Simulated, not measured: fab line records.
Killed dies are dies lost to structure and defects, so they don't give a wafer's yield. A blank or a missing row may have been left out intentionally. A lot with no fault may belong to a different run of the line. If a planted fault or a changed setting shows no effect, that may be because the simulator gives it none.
What tool caused it? | flow n5-finfet | Sampling: 12 lots, 36 wafers, 3 of 1938 route steps

WHAT THE GAUGES READ, wafer by wafer
N5_BEOL_M5_INSPECT_58: inspects for defects (darkfield).
lot  | measured     | on                | raw-defect-count
L075 | day 9 05:54  | defect-inspect-01 | 71 73 72
L077 | day 9 22:02  | defect-inspect-01 | 55 67 58
L079 | day 10 10:15 | defect-inspect-02 | 55 54 50
L081 | day 10 23:52 | defect-inspect-02 | 31 77 45
L082 | day 11 07:45 | defect-inspect-02 | 96 89 135
L085 | day 11 21:12 | defect-inspect-02 | 125 208 115
L088 | day 12 16:11 | defect-inspect-01 | 79 81 49
L089 | day 13 01:49 | defect-inspect-01 | 74 95 88
L090 | day 13 06:18 | defect-inspect-02 | 39 89 46
L093 | day 14 09:38 | defect-inspect-01 | 39 55 60
L095 | day 14 13:53 | defect-inspect-01 | 68 56 83
L097 | day 15 13:35 | defect-inspect-01 | 59 47 73

TOOL THAT RAN EACH LOT (tool first, then ch and the chambers of the sampled wafers, then the start)
lot  | N5_BEOL_M5_SURFACE_TREAT_87  | N5_BEOL_M5_SPUTTER_48
L075 | pvd-sputter-01, day 9 00:07  | pvd-sputter-01, day 9 00:20
L077 | pvd-sputter-02, day 9 16:11  | pvd-sputter-02, day 9 16:25
L079 | pvd-sputter-01, day 10 04:30 | pvd-sputter-03, day 10 04:49
L081 | pvd-sputter-02, day 10 18:09 | pvd-sputter-02, day 10 18:26
L082 | pvd-sputter-02, day 11 01:57 | pvd-sputter-01, day 11 02:16
L085 | pvd-sputter-03, day 11 14:44 | pvd-sputter-01, day 11 15:46
L088 | pvd-sputter-01, day 12 10:26 | pvd-sputter-01, day 12 10:42
L089 | pvd-sputter-03, day 12 18:35 | pvd-sputter-01, day 12 20:24
L090 | pvd-sputter-03, day 12 23:47 | pvd-sputter-03, day 12 23:59
L093 | pvd-sputter-01, day 14 03:41 | pvd-sputter-01, day 14 04:07
L095 | pvd-sputter-02, day 14 07:48 | pvd-sputter-02, day 14 08:28
L097 | pvd-sputter-01, day 15 07:13 | pvd-sputter-03, day 15 07:39
- N5_BEOL_M5_SURFACE_TREAT_87
- N5_BEOL_M5_SPUTTER_48: material Cu, target thk 15 nm, time 27.62 s.

THE ANSWER, worked out from the rows above alone
Rule: the lots themselves supply what counts as usual. The widest of any qualifying gaps counts: lots, ordered by their means at a reading, are off when they make up no more than a third of the lots, leave a main group of 4 or more, and stand apart from it by 3 or more times the standard deviation of that group's means. If all means in a main group match to the digits the tables above print for the reading, that group is not used. A lot without any number at a reading at which 4 lots or more have one is off too. The other lots that the step has rows for count as sound.
None of the lots is off at any reading shown; this tells nothing.

WHAT WAS PUT IN BY THE SIMULATOR
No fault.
